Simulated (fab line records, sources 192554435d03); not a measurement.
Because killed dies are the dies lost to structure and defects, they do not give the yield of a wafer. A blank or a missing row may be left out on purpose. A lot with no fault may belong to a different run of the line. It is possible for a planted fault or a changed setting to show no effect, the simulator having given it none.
Chamber matching -- flow n5-finfet -- 4 sister chambers for N5_BEOL_M5_ETCH_61 on rie-diel-01
The step etches SiARC in CF4, target depth 15.6 nm, time 26 s. 4 wafers are shown with their chamber, then 8 later ones without.

== WAFERS PAIRED WITH THEIR CHAMBERS ==
wafer,chamber,drypump-motor-current-A (A)
L085.2,0,5.9
L095.2,2,6.5
L095.4,1,4.7
L096.1,3,6.2

== WAFERS WITH NO CHAMBER GIVEN ==
wafer,drypump-motor-current-A (A)
L096.2,4.7
L096.3,6.6
L096.4,5.9
L096.5,4.7
L096.6,6.6
L097.2,6.2
L097.3,6.6
L097.4,5.9

== WHICH CHAMBER EACH WENT THROUGH ==
wafer,from the rows above,in truth
L096.2,1,1
L096.3,2,2
L096.4,0,0
L096.5,1,1
L096.6,2,2
L097.2,3,3
L097.3,2,2
L097.4,0,0
Correctly placed: 8 of 8. From these rows, 0 cannot be placed. Placed wrongly: 0.
How it was worked out, from the rows above alone: a wafer's distance from a chamber is the root of the sum, over the readings, of the square of ((its reading less the chamber's mean) divided by the reading's scatter). If the next closest chamber is less than 2 further off than the closest, the wafer can't be placed; otherwise it belongs to the closest. Each chamber's mean is taken over the wafers shown for it. The scatter: root of mean squared gap, hidden wafer to nearest shown wafer, with one shown wafer a chamber.
